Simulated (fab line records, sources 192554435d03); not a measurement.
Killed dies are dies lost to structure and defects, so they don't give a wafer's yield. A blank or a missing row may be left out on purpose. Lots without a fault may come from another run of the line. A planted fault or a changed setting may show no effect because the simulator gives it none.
A struck lot beside a sound one | flow n5_finfet | 17 steps out of a route of 1938
Sound: wafers L669.4, L669.5, L669.6. Struck: wafers L672.2, L672.4, L672.5. The cause comes at the end.
At each step with rows: each side's tool, then ch and its chambers, then its first start. Under that, the readings that differ: sound wafers | struck wafers | difference of the means | sigmas: that difference in standard deviations of wafers without a fault.
alike: readings whose means differ by less than 2 such deviations, and words and numbers that are the same on both sides. not compared: withheld readings, readings that some wafer has no value for, bounds like >300 that may hide the same value, and numbers for which the record gives no deviation and whose values overlap.
The two part at a step that has a row with sigmas, a row that says differs or no value, or rows on one side only. Numbers that don't overlap but have no deviation are shown without sigmas and don't part them. A reading that every wafer of one side lacks parts them only if that side has two wafers or more.

N5_SPACER0_INSPECT_04: inspects for defects (darkfield).
  sound on defect_inspect-02, day 6 07:24; struck on defect_inspect-02, day 7 00:01
  alike: raw_defect_count
then, 8 steps without rows for these wafers: N5_SD_EPI_N_COAT_32 (time 60 s, resist thk 350 nm); N5_SD_EPI_N_COAT_33 (time 60 s, resist thk 35 nm); N5_SD_EPI_N_COAT_03 (resist thk 150 nm); N5_SD_EPI_N_EBR_05; N5_SD_EPI_N_SOFTBAKE_04 (time 60 s); N5_SD_EPI_N_EXPOSE_06 (exposes mask SD N BLK, target cd 120 nm); N5_SD_EPI_N_PEB_07 (peb time 60 s); N5_SD_EPI_N_DEVELOP_08 (develop time 30 s).
N5_SD_EPI_N_CD_MEAS_09: target cd 120 nm.
  sound on cd_sem-02 ch 0, day 6 07:40; struck on cd_sem-02 ch 0, day 7 00:25
  alike: cd_nm
N5_SD_EPI_N_OVL_MEAS_10:
  sound on overlay-01 ch 0, day 6 07:42; struck on overlay-01 ch 0, day 7 00:27
  alike: SD_N_BLK_OVL
N5_SD_EPI_N_INSPECT_11: inspects for defects (macro).
  sound on defect_inspect-01, day 6 07:43; struck on defect_inspect-02, day 7 00:29
  alike: raw_defect_count
N5_SD_EPI_N_DESCUM_14: chemistry O2, time 7.9 s.
  sound on rie_diel-05 ch 0,1,2, day 6 07:46; struck on rie_diel-05 ch 0,3, day 7 00:31
  reading                                             | sound         | struck          | difference | sigmas
  model.CAR-ArF-block_of_SD_EPI_N_COAT_03.thk_nm (nm) | 144 143.6 144 | 146 145.4 146.2 | +2         |
  alike: drypump_motor_current_A, oes_product_au, rf_vpp_V, showerhead_plenum_p_Torr, throttle_valve_pct
  not compared: rf_hours_counter_h
N5_SD_EPI_N_ETCH_34: etches SiARC in CF4, target depth 45.5 nm, time 75.8 s.
  sound on rie_diel-05 ch 0,1,2, day 6 07:47; struck on rie_diel-05 ch 0,3, day 7 00:33
  reading                                             | sound           | struck            | difference | sigmas
  model.CAR-ArF-block_of_SD_EPI_N_COAT_03.thk_nm (nm) | 111.6 111 111.6 | 113.6 112.8 113.6 | +1.9       |
  alike: bias_w, drypump_motor_current_A, etch_rf_on_time_s, oes_product_au, rf_vpp_V, showerhead_plenum_p_Torr, throttle_valve_pct
  not compared: rf_hours_counter_h
N5_SD_EPI_N_ETCH_35: etches SOC in N2/H2, overetch 108 nm, time 486 s.
  sound on rie_diel-05 ch 0,1,2, day 6 07:51; struck on rie_diel-05 ch 0,3, day 7 00:37
  alike: bias_w, drypump_motor_current_A, oes_product_au, rf_vpp_V, showerhead_plenum_p_Torr, throttle_valve_pct
  not compared: rf_hours_counter_h
-- the record jumps here: 6 days lie between the struck wafers' starts before and after (it left off in module SD_EPI_N and takes up again in module BEOL_M4, whose first step shown is number 1111 of the route) --
N5_BEOL_M4_RC_MEAS_101:
  sound on prober-02 ch 0, day 12 13:23; struck on prober-02 ch 0, day 12 18:54
  alike: DIBL_N, DIBL_P, IOFF_N, IOFF_P, ION_N, ION_P, SS_N, SS_P, VT_N, VT_P
-- the record jumps here: 4 days lie between the struck wafers' starts before and after (it left off in module BEOL_M4 and takes up again in module PASSIVATION, whose first step shown is number 1936 of the route) --
N5_PASSIVATION_PROBE_49:
  sound on prober-02, day 16 21:09; struck on prober-02, day 17 01:11
  alike: defect_limited_yield, killed_at_M0_to_M3, killed_at_M4_up, killed_at_contacts, killed_at_front_end, killed_at_other, killed_dies, killed_open, killed_short, sort_bin_4_leakage, sort_bin_5_function, sort_bin_6_memory, sort_n_pass, sort_yield_pct

WHERE THEY PART
Nowhere in this record.

WHY: what the simulator had put in
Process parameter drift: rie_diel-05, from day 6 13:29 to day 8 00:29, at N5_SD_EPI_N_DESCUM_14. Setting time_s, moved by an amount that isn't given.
